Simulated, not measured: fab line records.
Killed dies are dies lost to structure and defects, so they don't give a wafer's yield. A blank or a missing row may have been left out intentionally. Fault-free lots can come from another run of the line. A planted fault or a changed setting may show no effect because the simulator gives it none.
Struck lot and sound lot, side by side :: flow n5_finfet :: 37 out of 1938 route steps
Sound: these wafers, L731.1, L731.2, L731.6. Struck: wafer L741.6 (L741.1, L741.3, from the same lot, were not struck and are left out); the cause is given at the end.
For every step that has rows: the tool of each side, followed by ch and its chambers, followed by its first start. Under that, the readings that differ: sound wafers :: struck wafers :: difference of the means :: sigmas: that difference in standard deviations of wafers without a fault.
alike: same words and numbers on both sides, and readings whose means sit less than 2 such deviations apart. not compared: any withheld reading, any reading some wafer has no value for, any bound like >300 that may hide the same value, and any number with overlapping values for which the record gives no deviation.
Wherever a step has rows on one side only, a row that says differs or no value, or a row with sigmas, the two part there. Numbers that have no deviation but don't overlap get no sigmas and don't part them. Lack of a reading on every wafer of one side parts them only where that side has two or more wafers.

first, 8 steps without rows for these wafers: N5_BEOL_M0_ECD_118 (material Cu, target thk 300 nm); N5_BEOL_M0_ANNEAL_119 (time 90 s); N5_BEOL_M0_CMP_120 (polishes, stops on SiOC, t overpolish 6.9 s); N5_BEOL_M0_PRE_CLEAN_131 (time 15 s); N5_BEOL_M0_CO_CAP_123 (material Co, precursor CCTBA/H2, target thk 2 nm, time 102.1 s); N5_BEOL_M0_PRE_CLEAN_124 (time 15 s); N5_BEOL_M0_DEP_125 (deposits SiCN from 3MS/NH3, target thk 8 nm, time 14 s); N5_BEOL_M1_ILD_DEP_00 (deposits SiOC from DEMS/O2, target thk 79 nm, time 15.3 s).
N5_BEOL_M1_PECVD_72: deposits SiO2 from TEOS/O2, target thk 16 nm, time 18 s.
  sound on pecvd-01 ch 0, day 6 11:20; struck on pecvd-01 ch 1, day 9 07:49
reading: model.SiO2_of_BEOL_M1_PECVD_72.thk_nm (nm)
sound: 16 16.4 16.4
struck: 21.8
difference: +5.5
sigmas: 
  alike: heater_power_w, showerhead_plenum_p_Torr, susceptor_temp_C, throttle_valve_pct
then, 25 steps without rows for these wafers: N5_BEOL_M1_HM_DEP_02 (deposits TiN, target thk 20 nm); N5_BEOL_M1_COAT_61 (time 60 s, resist thk 60 nm); N5_BEOL_M1_COAT_62 (time 60 s, resist thk 12 nm); N5_BEOL_M1_COAT_73 (time 60 s, resist thk 5 nm); N5_BEOL_M1_COAT_05 (resist thk 30 nm); N5_BEOL_M1_EBR_07; N5_BEOL_M1_SOFTBAKE_06 (time 60 s); N5_BEOL_M1_EXPOSE_08 (exposes mask M1); N5_BEOL_M1_PEB_09 (peb time 60 s); N5_BEOL_M1_DEVELOP_10 (develop time 30 s); N5_BEOL_M1_DESCUM_16 (chemistry O2, time 7 s); N5_BEOL_M1_ETCH_74 (etches underlayer in N2/H2, target depth 6.5 nm, time 5.2 s); N5_BEOL_M1_ETCH_63 (etches SiARC in CF4, target depth 15.6 nm, time 26 s); N5_BEOL_M1_ETCH_64 (etches SOC in N2/H2, target depth 75 nm, overetch 15 nm, time 112.5 s); N5_BEOL_M1_STRIP_65 (strips in N2/H2); N5_BEOL_M1_STRIP_75 (strips in N2/H2); N5_BEOL_M1_STRIP_66 (strips in CF4); N5_BEOL_M1_HM_OPEN_17 (chemistry Cl2/BCl3, target TiN, target depth 20 nm, overetch 6 nm); N5_BEOL_M1_STRIP_19 (strips in O2); N5_BEOL_M1_COAT_67 (time 60 s, resist thk 60 nm); N5_BEOL_M1_COAT_68 (time 60 s, resist thk 12 nm); N5_BEOL_M1_COAT_76 (time 60 s, resist thk 5 nm); N5_BEOL_M1_COAT_22 (resist thk 30 nm); N5_BEOL_M1_EBR_24; N5_BEOL_M1_SOFTBAKE_23 (time 60 s).
N5_BEOL_M1_HM_STRIP_39: strips TiN in peroxide tin strip, target depth 25 nm, time 158 s.
  sound on wet_bench-01 ch 0,1,6, day 6 23:00; struck on wet_bench-01 ch 5, day 9 18:01
reading: model.SiO2_of_BEOL_M1_PECVD_72.thk_nm (nm)
sound: 16 16.2 16.2
struck: 21.6
difference: +5.5
sigmas: 
N5_BEOL_M1_CMP_52: polishes, stops on SiOC, t overpolish 6.8 s, target thk 40 nm.
  sound on cmp-04 ch 0,1, day 7 03:11; struck on cmp-01 ch 2, day 9 21:36
reading: barrier_field_endpoint_s (s)
sound: 24.8 25.6 25.8
struck: 30.7
difference: +5.3
sigmas: +6

reading: motor_current_A (A)
sound: 5.8 5.4 5.8
struck: 7.0
difference: +1.3
sigmas: +3
N5_BEOL_M4_RC_MEAS_101:
  sound on prober-02 ch 0, day 8 12:55; struck on prober-02 ch 0, day 11 02:17
  alike: DIBL_N, DIBL_P, IOFF_N, IOFF_P, ION_N, ION_P, SS_N, SS_P, VT_N, VT_P

== WHERE THEY PART ==
Only at N5_BEOL_M1_CMP_52, as far as this record shows. Later steps at which nothing parts them and some readings are alike: N5_BEOL_M4_RC_MEAS_101.

WHY: what the simulator had put in
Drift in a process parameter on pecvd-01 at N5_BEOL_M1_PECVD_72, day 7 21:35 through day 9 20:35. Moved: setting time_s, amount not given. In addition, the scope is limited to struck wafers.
